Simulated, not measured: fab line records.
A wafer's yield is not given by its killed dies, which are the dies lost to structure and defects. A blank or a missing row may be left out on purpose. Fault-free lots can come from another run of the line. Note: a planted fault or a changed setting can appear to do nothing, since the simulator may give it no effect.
A struck lot beside a sound one / flow n5-finfet / 14 out of 1938 route steps
Sound: wafers L740.2, L740.4, L740.6. The struck wafers were L752.1, L752.2, L752.6. The cause comes at the end.
For every step that has rows: the tool of each side, followed by ch and its chambers, followed by its first start. Under that, the readings that differ: sound wafers / struck wafers / difference of the means / sigmas: that difference in standard deviations of wafers without a fault.
alike: readings whose means differ by less than 2 such deviations, and words and numbers that are the same on both sides. not compared: withheld readings, readings that some wafer has no value for, bounds like >300 that may hide the same value, and numbers for which the record gives no deviation and whose values overlap.
The two part at a step that has a row with sigmas, a row that says differs or no value, or rows on one side only. Numbers that don't overlap but have no deviation are shown without sigmas and don't part them. A reading that every wafer of one side lacks parts them only if that side has two wafers or more.

first, 1 step without rows for these wafers: N5_PASSIVATION_HARDBAKE_31 (time 120 s).
N5_PASSIVATION_CD_MEAS_30 targets a cd of 4000 nm.
  sound on cd-sem-03 ch 0, day 13 23:47; struck on cd-sem-02 ch 0, day 17 00:02
  alike: cd-nm
N5_PASSIVATION_OVL_MEAS_63:
  sound on overlay-02 ch 0, day 13 23:49; struck on overlay-02 ch 0, day 17 00:04
  alike: PAD_OVL
N5_PASSIVATION_INSPECT_64: inspects for defects (macro).
  sound on defect-inspect-01, day 13 23:50; struck on defect-inspect-02, day 17 00:06
  alike: raw-defect-count
N5_PASSIVATION_DESCUM_32: chemistry O2, time 7.9 s.
  sound on rie-diel-04 ch 0,1,3, day 14 00:06; struck on rie-diel-05 ch 0,1,3, day 17 00:08
  alike: drypump-motor-current-A, oes-product-au, rf-fwd-power-W, rf-vpp-V, showerhead-plenum-p-Torr, throttle-valve-pct
  not compared: rf-hours-counter-h
N5_PASSIVATION_AL_ETCH_33: etches Al in Cl2/BCl3, stops on TaN, target depth 2800 nm, time 466.7 s.
  sound on rie-metal-01 ch 0,1, day 14 00:11; struck on rie-metal-01 ch 0,1, day 17 00:13
reading=he-backside-leak-sccm (sccm); sound=3.6 3.7 6.0; struck=3.4 3.5 3.5; difference=-1.0; sigmas=-3
  alike: drypump-motor-current-A, oes-product-au, rf-fwd-power-W, throttle-valve-pct
  not compared: rf-hours-counter-h
N5_PASSIVATION_ETCH_59: etches TaN in Cl2/BCl3, target depth 65 nm, time 34.9 s.
  sound on rie-metal-01 ch 0,1, day 14 00:35; struck on rie-metal-01 ch 0,1, day 17 00:37
  alike: drypump-motor-current-A, he-backside-leak-sccm, oes-product-au, rf-fwd-power-W, throttle-valve-pct
  not compared: rf-hours-counter-h
N5_PASSIVATION_STRIP_34: strips in O2.
  sound on rie-diel-06 ch 1,2,3, day 14 00:43; struck on rie-diel-05 ch 0,2,3, day 17 00:44
  alike: drypump-motor-current-A, oes-product-au, rf-vpp-V, showerhead-plenum-p-Torr, throttle-valve-pct
  not compared: rf-hours-counter-h
then, 4 steps without rows for these wafers: N5_PASSIVATION_STRIP_51 (strips in post etch residue remover, time 1200 s); N5_PASSIVATION_CLEAN_69 (cleans in IPA, time 180 s); N5_PASSIVATION_SRD_70 (time 30 s); N5_PASSIVATION_PECVD_53 (deposits SiO2 from TEOS/O2, target thk 800 nm, time 169.4 s).
N5_PASSIVATION_PECVD_35: deposits SiNx from SiH4/NH3/N2, target thk 700 nm, time 151.3 s.
  sound on pecvd-04 ch 0,2, day 14 01:22; struck on pecvd-02 ch 0,1,2, day 17 01:22
  no value came back on the struck wafers for any of 6 readings (chamber-pressure-Torr (Torr), heater-power-outer-w (W) and others); on the sound wafers chamber-pressure-Torr (Torr) reads 4.910 4.898 4.881
then, 1 step without rows for these wafers: N5_PASSIVATION_HMDS_37 (time 60 s).

WHERE THEY PART
Last at N5_PASSIVATION_PECVD_35 as far as this record goes, first at N5_PASSIVATION_AL_ETCH_33.

WHY: whatever the simulator had introduced
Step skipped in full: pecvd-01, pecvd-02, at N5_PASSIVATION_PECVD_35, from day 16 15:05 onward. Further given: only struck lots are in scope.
